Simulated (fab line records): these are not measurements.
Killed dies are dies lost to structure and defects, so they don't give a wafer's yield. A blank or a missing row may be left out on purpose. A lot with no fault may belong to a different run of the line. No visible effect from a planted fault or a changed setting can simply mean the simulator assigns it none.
Chamber matching ; flow n5-finfet ; N5_HKMG_FIN_DESCUM_53 on rie-diel-05: 4 sister chambers
The step chemistry O2, time 7.9 s. 18 wafers are shown with their chamber, then 9 later ones without.

WAFERS PAIRED WITH THEIR CHAMBERS
wafer;chamber;showerhead-plenum-p-Torr (Torr);drypump-motor-current-A (A);throttle-valve-pct (%)
L078.2;2;2.19;5.6;20.53
L078.3;2;2.19;5.6;20.56
L078.6;3;2.06;5.5;20.42
L080.2;1;2.06;6.2;20.52
L080.4;0;2.11;5.4;20.12
L080.5;3;2.06;5.6;20.39
L081.1;3;2.06;5.5;20.40
L081.2;1;2.06;6.2;20.56
L081.6;3;2.06;5.5;20.40
L083.2;2;2.19;5.6;20.56
L083.3;2;2.19;5.6;20.55
L083.6;2;2.19;5.6;20.57
L084.1;0;2.11;5.3;20.14
L084.3;3;2.06;5.5;20.42
L084.4;3;2.06;5.5;20.42
L085.1;2;2.18;5.7;20.58
L085.4;2;2.18;5.6;20.57
L085.6;1;2.05;6.2;20.17

SIGNATURES, as means of the wafers listed above
reading;chamber 0;chamber 1;chamber 2;chamber 3;scatter within a chamber
showerhead-plenum-p-Torr;2.1100;2.0567;2.1871;2.0600;0.00387
drypump-motor-current-A;5.350;6.200;5.614;5.517;0.0396
throttle-valve-pct;20.1300;20.4167;20.5600;20.4083;0.0823
Rule: a wafer's distance from a chamber is the root of the sum, over the readings, of the square of ((its reading less the chamber's mean) divided by the reading's scatter). The wafer belongs to the nearest chamber; if the next one is less than 2 further off, it can't be placed. The scatter: take each reading less its chamber's mean, square it, sum over the shown wafers, divide by the number of wafers less the number of chambers, and take the root.

WAFERS WITHOUT THEIR CHAMBER
wafer;showerhead-plenum-p-Torr (Torr);drypump-motor-current-A (A);throttle-valve-pct (%)
L089.2;2.18;5.6;20.59
L089.3;2.10;5.4;20.17
L089.5;2.05;6.2;20.21
L091.2;2.06;5.5;20.03
L091.5;2.10;5.3;20.18
L091.6;2.06;5.5;20.02
L096.2;2.05;5.6;20.04
L096.5;2.05;5.6;20.06
L096.6;2.17;5.6;20.63

THE CHAMBER EACH PASSED THROUGH
wafer;from the rows above;in truth
L089.2;2;2
L089.3;0;0
L089.5;1;1
L091.2;3;3
L091.5;0;0
L091.6;3;3
L096.2;3;3
L096.5;3;3
L096.6;2;2
Correctly placed: 9 of 9. Left unplaced by these rows: 0. 0 placed wrongly.
